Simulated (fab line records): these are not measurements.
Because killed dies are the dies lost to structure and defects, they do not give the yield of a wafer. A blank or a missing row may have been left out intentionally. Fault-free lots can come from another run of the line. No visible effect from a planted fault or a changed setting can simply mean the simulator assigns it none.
Chamber matching	flow n5 finfet	4 sister chambers for N5_MOL_CONTACT_COAG_ETCH_59 on rie diel-04
The step etches underlayer in N2/H2, target depth 13 nm, time 10.4 s. 8 wafers are shown with their chamber, then 12 later ones without.

EACH WAFER AND ITS CHAMBER
wafer	chamber	drypump motor current A (A)	showerhead plenum p Torr (Torr)
L084.1	2	5.7	2.61
L085.1	2	5.6	2.61
L085.4	3	5.4	2.58
L086.1	3	5.4	2.58
L086.4	1	4.7	2.50
L089.1	1	4.7	2.49
L089.4	0	5.5	2.59
L089.6	0	5.5	2.59

WAFERS WITHOUT THEIR CHAMBER
wafer	drypump motor current A (A)	showerhead plenum p Torr (Torr)
L093.1	5.6	2.60
L093.4	5.5	2.59
L093.6	4.8	2.49
L095.2	5.6	2.60
L095.3	5.5	2.58
L095.6	4.7	2.49
L096.1	5.7	2.60
L096.3	4.7	2.49
L096.5	4.7	2.49
L097.3	5.6	2.60
L097.4	5.5	2.58
L097.6	5.5	2.58

THE CHAMBER EACH PASSED THROUGH
wafer	from the rows above	in truth
L093.1	can't be placed: 2 or 0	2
L093.4	0	0
L093.6	1	1
L095.2	can't be placed: 2 or 0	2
L095.3	can't be placed: 3 or 0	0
L095.6	1	1
L096.1	2	2
L096.3	1	1
L096.5	1	1
L097.3	can't be placed: 2 or 0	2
L097.4	can't be placed: 3 or 0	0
L097.6	can't be placed: 3 or 0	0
Correct placement for 6 of the 12. Unplaceable from these rows: 6, with the true chamber sitting among the candidates in 6. Wrongly placed: 0.
How it was worked out, from the rows above alone: a wafer's distance from a chamber is the root of the sum, over the readings, of the square of ((its reading less the chamber's mean) divided by the reading's scatter). The wafer belongs to the nearest chamber; if the next one is less than 2 further off, it can't be placed. For every chamber, the mean is computed from those of its wafers that are shown. The scatter: take each reading less its chamber's mean, square it, sum over the shown wafers, divide by the number of wafers less the number of chambers, and take the root.
